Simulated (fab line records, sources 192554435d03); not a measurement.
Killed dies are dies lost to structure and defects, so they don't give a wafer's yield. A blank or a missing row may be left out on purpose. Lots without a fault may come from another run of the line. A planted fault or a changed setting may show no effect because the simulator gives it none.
Chamber matching | flow n5_finfet | N5_BEOL_M2_ALD_98 on ald_sin-01: 4 sister chambers
The step deposits SiO2, target thk 2.5 nm, pulse time 1 s, co reactant pulse time 1 s. 8 wafers are shown with their chamber, then 12 later ones without.

WAFERS WITH THEIR CHAMBER
wafer  | chamber | heater_power_w (W) | precursor_pulse_height_rel
L084.6 | 3       | 95                 | 1.016
L088.3 | 1       | 93                 | 0.979
L088.6 | 3       | 95                 | 0.999
L093.4 | 0       | 74                 | 1.013
L093.5 | 2       | 84                 | 0.988
L091.1 | 2       | 84                 | 0.986
L091.2 | 0       | 72                 | 1.045
L091.3 | 1       | 90                 | 0.998

WAFERS WITHOUT THEIR CHAMBER
wafer  | heater_power_w (W) | precursor_pulse_height_rel
L091.4 | 93                 | 1.014
L091.5 | 71                 | 0.991
L091.6 | 84                 | 1.018
L095.2 | 85                 | 1.017
L095.3 | 72                 | 0.991
L095.5 | 93                 | 1.004
L092.1 | 72                 | 1.040
L092.2 | 83                 | 0.992
L092.3 | 91                 | 1.000
L092.4 | 90                 | 0.988
L092.5 | 73                 | 1.017
L092.6 | 96                 | 1.005

WHICH CHAMBER EACH WENT THROUGH
wafer  | from the rows above     | in truth
L091.4 | can't be placed: 3 or 1 | 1
L091.5 | 0                       | 0
L091.6 | 2                       | 2
L095.2 | 2                       | 2
L095.3 | 0                       | 0
L095.5 | can't be placed: 3 or 1 | 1
L092.1 | 0                       | 0
L092.2 | 2                       | 2
L092.3 | 1                       | 1
L092.4 | 1                       | 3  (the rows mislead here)
L092.5 | 0                       | 0
L092.6 | 3                       | 3
Placed correctly: 9 of 12. Can't be placed from these rows: 2 (the true chamber is among the candidates in 2). Placed wrongly: 1.
How it was worked out, from the rows above alone: a wafer's distance from a chamber is the root of the sum, over the readings, of the square of ((its reading less the chamber's mean) divided by the reading's scatter). The wafer belongs to the nearest chamber; if the next one is less than 2 further off, it can't be placed. A chamber's mean is the mean of its shown wafers. The scatter: the root of (the sum of the squares of (reading less its chamber's mean) over the shown wafers, divided by (wafers less chambers)).
